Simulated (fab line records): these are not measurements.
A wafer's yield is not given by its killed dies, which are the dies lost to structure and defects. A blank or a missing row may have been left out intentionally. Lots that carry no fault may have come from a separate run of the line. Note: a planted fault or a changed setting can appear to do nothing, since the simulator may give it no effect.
Matching of chambers | flow n5 finfet | N5_HKMG_FIN_NWFM_ALD_20 on ald metal-01 has 4 sister chambers
The step deposits TiAlC, target thk 2 nm, pulse time 3 s, purge time 2 s. 18 wafers are shown with their chamber, then 9 later ones without.

== EACH WAFER AND ITS CHAMBER ==
wafer  | chamber | heater power w (W) | precursor pulse height rel
L078.2 | 0       | 507                | 1.020
L078.3 | 2       | 531                | 0.988
L078.6 | 0       | 508                | 1.015
L079.1 | 3       | 465                | 0.993
L079.2 | 2       | 537                | 0.996
L079.3 | 0       | 519                | 1.003
L084.2 | 0       | 499                | 0.992
L084.4 | 1       | 535                | 0.995
L084.6 | 2       | 546                | 1.055
L085.3 | 1       | 512                | 1.001
L085.5 | 2       | 544                | 0.988
L085.6 | 3       | 461                | 1.003
L087.4 | 2       | 528                | 1.030
L087.5 | 3       | 475                | 0.983
L087.6 | 2       | 532                | 0.996
L089.1 | 1       | 532                | 1.005
L089.3 | 2       | 548                | 0.991
L089.5 | 2       | 544                | 1.005

SIGNATURES (means of the wafers above)
reading                    | chamber 0 | chamber 1 | chamber 2 | chamber 3 | scatter within a chamber
heater power w             | 508.25    | 526.33    | 538.75    | 467.00    | 8.61
precursor pulse height rel | 1.00750   | 1.00033   | 1.00612   | 0.99300   | 0.0185
Rule: distance of a wafer from a chamber = root of the sum over the readings of ((wafer's reading minus chamber's mean) / reading's scatter) squared. If the next closest chamber is less than 2 further off than the closest, the wafer can't be placed; otherwise it belongs to the closest. The scatter is the square root of a quotient: the sum, over the shown wafers, of each reading's squared deviation from its chamber's mean, divided by wafers minus chambers.

== WAFERS WITHOUT THEIR CHAMBER ==
wafer  | heater power w (W) | precursor pulse height rel
L091.1 | 524                | 0.975
L091.3 | 461                | 0.984
L091.6 | 474                | 0.973
L092.3 | 522                | 0.956
L092.4 | 531                | 0.993
L092.5 | 519                | 0.990
L093.1 | 540                | 1.028
L093.3 | 529                | 0.986
L093.5 | 538                | 0.995

== WHICH CHAMBER EACH WENT THROUGH ==
wafer  | from the rows above          | in truth
L091.1 | can't be placed: 1 or 2 or 0 | 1
L091.3 | 3                            | 3
L091.6 | 3                            | 3
L092.3 | can't be placed: 1 or 0 or 2 | 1
L092.4 | can't be placed: 1 or 2      | 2
L092.5 | can't be placed: 1 or 0 or 2 | 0
L093.1 | can't be placed: 2 or 1      | 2
L093.3 | can't be placed: 1 or 2 or 0 | 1
L093.5 | can't be placed: 2 or 1      | 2
Correctly placed: 2 of 9. From these rows, 7 cannot be placed; in 7 the true chamber is one of the candidates. Placed wrongly: 0.
